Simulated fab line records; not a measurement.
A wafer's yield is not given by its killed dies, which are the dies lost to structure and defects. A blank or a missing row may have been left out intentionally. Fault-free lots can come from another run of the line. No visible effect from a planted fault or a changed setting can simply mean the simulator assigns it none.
Comparing a struck lot with a sound one / flow nand-harc / 14 steps out of a route of 1159
Sound: the wafers L706.1, L706.2, L706.3. Struck: wafers L718.2, L718.4 (left out: L718.6, a lot-mate that was not struck); the cause follows at the end.
Each step with rows lists, per side, the tool, then ch with its chambers, then its first start. Under that, the readings that differ: sound wafers / struck wafers / difference of the means / sigmas: that difference in standard deviations of wafers without a fault.
alike: same words and numbers on both sides, and readings whose means sit less than 2 such deviations apart. not compared: any withheld reading, any reading some wafer has no value for, any bound like >300 that may hide the same value, and any number with overlapping values for which the record gives no deviation.
A row with sigmas, a row that says differs or no value, or rows on one side alone: a step with any of these is where the two part. Numbers that have no deviation but don't overlap get no sigmas and don't part them. A reading missing from all wafers of one side parts the sides only when that side holds two or more wafers.

first, 1 step without rows for these wafers: NHARC_A_STAIRCASE_DESCUM_291 (chemistry O2, time 3 s).
NHARC_A_STAIRCASE_ETCH_292: etches the open film in CF4/CHF3.
  sound on rie-diel-04 ch 0,1,2, day 12 21:03; struck on rie-diel-09 ch 2,3, day 16 00:21
reading=rf-hours-counter-h (h); sound=59 63 62; struck=32 34; difference=-28; sigmas=
  alike: chamber-pressure-mTorr, drypump-motor-current-A, oes-product-au, rf-vpp-V, showerhead-plenum-p-Torr, throttle-valve-pct
NHARC_A_STAIRCASE_HM_OPEN_460: chemistry O2/COS.
  sound on rie-diel-04 ch 0,1,2; struck on rie-diel-09 ch 0,1
reading=chamber-pressure-mTorr (mTorr); sound=20.022 19.997 20.034; struck=19.950 19.974; difference=-0.056; sigmas=-3
reading=rf-hours-counter-h (h); sound=63 59 62; struck=35 34; difference=-27; sigmas=
  alike: cos-flow-sccm, drypump-motor-current-A, oes-product-au, rf-vpp-V, showerhead-plenum-p-Torr, throttle-valve-pct
then, 1 step without rows for these wafers: NHARC_A_STAIRCASE_STRIP_461 (strips in O2/COS).
NHARC_A_STAIRCASE_ETCH_452: etches the open film in CF4/O2, target depth 30 nm, overetch 3 nm, time 16.5 s.
  sound on rie-diel-04 ch 1,2,3; struck on rie-diel-09 ch 2,3
reading=rf-hours-counter-h (h); sound=62 59 63; struck=34 32; difference=-28; sigmas=
  alike: chamber-pressure-mTorr, drypump-motor-current-A, oes_f_703_au, oes-product-au, rf-vpp-V, showerhead-plenum-p-Torr, throttle-valve-pct
NHARC_A_STAIRCASE_ETCH_294: etches the open film in C4F8/O2/Ar, target depth 4992 nm, time 1212.4 s.
  sound on rie-diel-04 ch 0,2,3; struck on rie-diel-09 ch 2,3
reading=rf-hours-counter-h (h); sound=64 59 63; struck=32 34; difference=-29; sigmas=
  alike: chamber-pressure-mTorr, oes-product-au, rf-vpp-V
then, 4 steps without rows for these wafers: NHARC_A_STAIRCASE_STRIP_295 (strips in O2); NHARC_A_STAIRCASE_STRIP_296 (strips in SPM, time 900 s); NHARC_A_STAIRCASE_PRECLEAN_297 (cleans in SC1); NHARC_A_STAIRCASE_SRD_298.
NHARC_A_STAIRCASE_HM_DEP_462: deposits aC, target thk 800 nm.
  sound on acl-dep-01 ch 0, day 12 23:37; struck on acl-dep-03 ch 0, day 16 03:36
  alike: throttle-valve-pct
NHARC_A_STAIRCASE_DEP_301: deposits SiON, target thk 30 nm.
  sound on pecvd-04 ch 0,1,2, day 13 01:30; struck on pecvd-04 ch 1, day 16 05:11
reading=rf-fwd-power-W (W); sound=347.5 349.6 349.8; struck=488.1 489.8; difference=+140.0; sigmas=+99 or more
reading=showerhead-vpp-V (V); sound=1316 1145 1157; struck=1369 1354; difference=+156; sigmas=+3
  alike: heater-power-w
then, 2 steps without rows for these wafers: NHARC_A_STAIRCASE_DEHYDRATE_302 (time 120 s); NHARC_END_SORT_01.

## WHERE THEY PART
First at NHARC_A_STAIRCASE_HM_OPEN_460; last, within this record, at NHARC_A_STAIRCASE_DEP_301.

WHY: whatever the simulator had introduced
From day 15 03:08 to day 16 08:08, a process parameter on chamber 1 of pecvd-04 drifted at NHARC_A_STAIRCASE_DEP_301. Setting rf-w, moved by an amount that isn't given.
